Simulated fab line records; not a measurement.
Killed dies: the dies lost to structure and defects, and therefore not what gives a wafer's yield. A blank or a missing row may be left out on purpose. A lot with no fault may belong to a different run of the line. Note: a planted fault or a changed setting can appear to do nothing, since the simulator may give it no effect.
Chamber matching :: flow n5Finfet :: rieDiel-01 running N5_HKMG_FIN_ETCH_32: 4 sister chambers
The step etches SOC in N2/H2, target depth 240 nm, time 300 s. 4 wafers are shown with their chamber, then 11 later ones without.

== WAFERS, EACH WITH ITS CHAMBER ==
wafer: L084.1
chamber: 1
showerheadPlenumPTorr (Torr): 2.50

wafer: L088.3
chamber: 0
showerheadPlenumPTorr (Torr): 2.62

wafer: L088.4
chamber: 2
showerheadPlenumPTorr (Torr): 2.53

wafer: L091.1
chamber: 3
showerheadPlenumPTorr (Torr): 2.60

== WAFERS WITHOUT THEIR CHAMBER ==
wafer: L091.5
showerheadPlenumPTorr (Torr): 2.53

wafer: L091.6
showerheadPlenumPTorr (Torr): 2.49

wafer: L090.1
showerheadPlenumPTorr (Torr): 2.61

wafer: L090.3
showerheadPlenumPTorr (Torr): 2.60

wafer: L090.5
showerheadPlenumPTorr (Torr): 2.60

wafer: L094.2
showerheadPlenumPTorr (Torr): 2.53

wafer: L094.4
showerheadPlenumPTorr (Torr): 2.49

wafer: L094.6
showerheadPlenumPTorr (Torr): 2.49

wafer: L096.2
showerheadPlenumPTorr (Torr): 2.49

wafer: L096.4
showerheadPlenumPTorr (Torr): 2.60

wafer: L096.6
showerheadPlenumPTorr (Torr): 2.48

== WHICH CHAMBER EACH WENT THROUGH ==
wafer: L091.5
from the rows above: 2
in truth: 2

wafer: L091.6
from the rows above: 1
in truth: 1

wafer: L090.1
from the rows above: can't be placed: 3 or 0
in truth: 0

wafer: L090.3
from the rows above: 3
in truth: 3

wafer: L090.5
from the rows above: 3
in truth: 3

wafer: L094.2
from the rows above: 2
in truth: 2

wafer: L094.4
from the rows above: 1
in truth: 1

wafer: L094.6
from the rows above: 1
in truth: 1

wafer: L096.2
from the rows above: 1
in truth: 1

wafer: L096.4
from the rows above: 3
in truth: 3

wafer: L096.6
from the rows above: 1
in truth: 1
Placed correctly: 10 of 11. Cannot be placed on the basis of these rows: 1; the candidates contain the true chamber in 1. Placed wrongly: 0.
How it was worked out, from the rows above alone: a wafer's distance from a chamber is the root of the sum, over the readings, of the square of ((its reading less the chamber's mean) divided by the reading's scatter). The wafer belongs to the nearest chamber; if the next one is less than 2 further off, it can't be placed. The mean given for a chamber averages the wafers shown for that chamber. The scatter: root of mean squared gap, hidden wafer to nearest shown wafer, with one shown wafer a chamber.
